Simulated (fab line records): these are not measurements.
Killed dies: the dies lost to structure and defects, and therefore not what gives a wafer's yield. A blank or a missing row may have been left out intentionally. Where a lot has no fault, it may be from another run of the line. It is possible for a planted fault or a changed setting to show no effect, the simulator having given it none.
Comparing a struck lot with a sound one | flow nand_harc | 13 out of 1302 route steps
Sound: the wafers L630.3, L630.4, L630.6. Struck: wafer L625.2 (L625.4, L625.5, from the same lot, were not struck and are left out); the cause is given at the end.
Per side, at each step with rows, come the tool, then ch with its chambers, and then its first start. Under that, the readings that differ: sound wafers | struck wafers | difference of the means | sigmas: that difference in standard deviations of wafers without a fault.
alike: words and numbers the same on both sides, and readings whose means are apart by under 2 such deviations; not compared: readings that were withheld, readings missing a value for some wafer, numbers with overlapping values and no deviation given by the record, and bounds like >300 which may hide the same value.
A row with sigmas, a row that says differs or no value, or rows on one side alone: a step with any of these is where the two part. When numbers do not overlap yet have no deviation, they are printed without sigmas and do not part them. A reading that every wafer of one side lacks parts them only if that side has two wafers or more.

first, 1 step without rows for these wafers: NHARC_A_STAIRCASE_DESCUM_11 (chemistry O2, time 3 s).
NHARC_A_STAIRCASE_TRIM_12: chemistry O2, time 211.2 s.
  sound on rie_diel-11 ch 1,2,3, day 21 06:31; struck on rie_diel-06 ch 2, day 19 21:04
  reading               | sound             | struck | difference | sigmas
  oes_product_au (a.u.) | 1.007 1.009 1.006 | 0.983  | -0.024     | -2
  run_length_s (s)      | 231.5 232.1 232.9 | 233.3  | +1.1       | +3
  alike: drypump_motor_current_A, rf_vpp_V, showerhead_plenum_p_Torr, throttle_valve_pct
  not compared: rf_hours_counter_h
NHARC_A_STAIRCASE_ETCH_13: etches the open film in C4F8/O2, target depth 100 nm, time 40.5 s.
  sound on rie_diel-11 ch 2,3; struck on rie_diel-06 ch 2
  alike: oes_product_au, rf_vpp_V
  not compared: rf_hours_counter_h
then, 1 step without rows for these wafers: NHARC_A_STAIRCASE_TRIM_14 (chemistry O2, time 211.2 s).
NHARC_A_STAIRCASE_ETCH_15: etches the open film in C4F8/O2, target depth 100 nm, time 40.5 s.
  sound on rie_diel-11 ch 0,1,3; struck on rie_diel-06 ch 2
  alike: oes_product_au, rf_vpp_V
  not compared: rf_hours_counter_h
then, 3 steps without rows for these wafers: NHARC_A_STAIRCASE_TRIM_16 (chemistry O2, time 211.2 s); NHARC_A_STAIRCASE_ETCH_17 (etches the open film in C4F8/O2, target depth 100 nm, time 40.5 s); NHARC_A_STAIRCASE_TRIM_18 (chemistry O2, time 211.2 s).
NHARC_A_STAIRCASE_ETCH_19: etches the open film in C4F8/O2, target depth 100 nm, time 40.5 s.
  sound on rie_diel-11 ch 0,2,3; struck on rie_diel-06 ch 1
  alike: oes_product_au, rf_vpp_V
  not compared: rf_hours_counter_h
then, 2 steps without rows for these wafers: NHARC_A_STAIRCASE_TRIM_20 (chemistry O2, time 211.2 s); NHARC_A_STAIRCASE_ETCH_21 (etches the open film in C4F8/O2, target depth 100 nm, time 40.5 s).
NHARC_A_STAIRCASE_TRIM_22: chemistry O2, time 211.2 s.
  sound on rie_diel-11 ch 0,1,3, day 21 08:31; struck on rie_diel-07 ch 0, day 19 22:59
  reading                         | sound             | struck | difference | sigmas
  run_length_s (s)                | 232.7 231.6 232.8 | 294.3  | +61.9      | +99 or more
  showerhead_plenum_p_Torr (Torr) | 3.72 3.44 3.80    | 3.36   | -0.29      | -2
  alike: drypump_motor_current_A, oes_product_au, rf_vpp_V, throttle_valve_pct
  not compared: rf_hours_counter_h
NHARC_A_STAIRCASE_ETCH_23: etches the open film in C4F8/O2, target depth 100 nm, time 40.5 s.
  sound on rie_diel-11 ch 0,2; struck on rie_diel-07 ch 3
  alike: oes_product_au, rf_vpp_V
  not compared: rf_hours_counter_h

## WHERE THEY PART
Earliest at NHARC_A_STAIRCASE_TRIM_12; latest, in this record, at NHARC_A_STAIRCASE_TRIM_22. Later steps at which nothing parts them and some readings are alike: NHARC_A_STAIRCASE_ETCH_23.

WHY: what the simulator had put in
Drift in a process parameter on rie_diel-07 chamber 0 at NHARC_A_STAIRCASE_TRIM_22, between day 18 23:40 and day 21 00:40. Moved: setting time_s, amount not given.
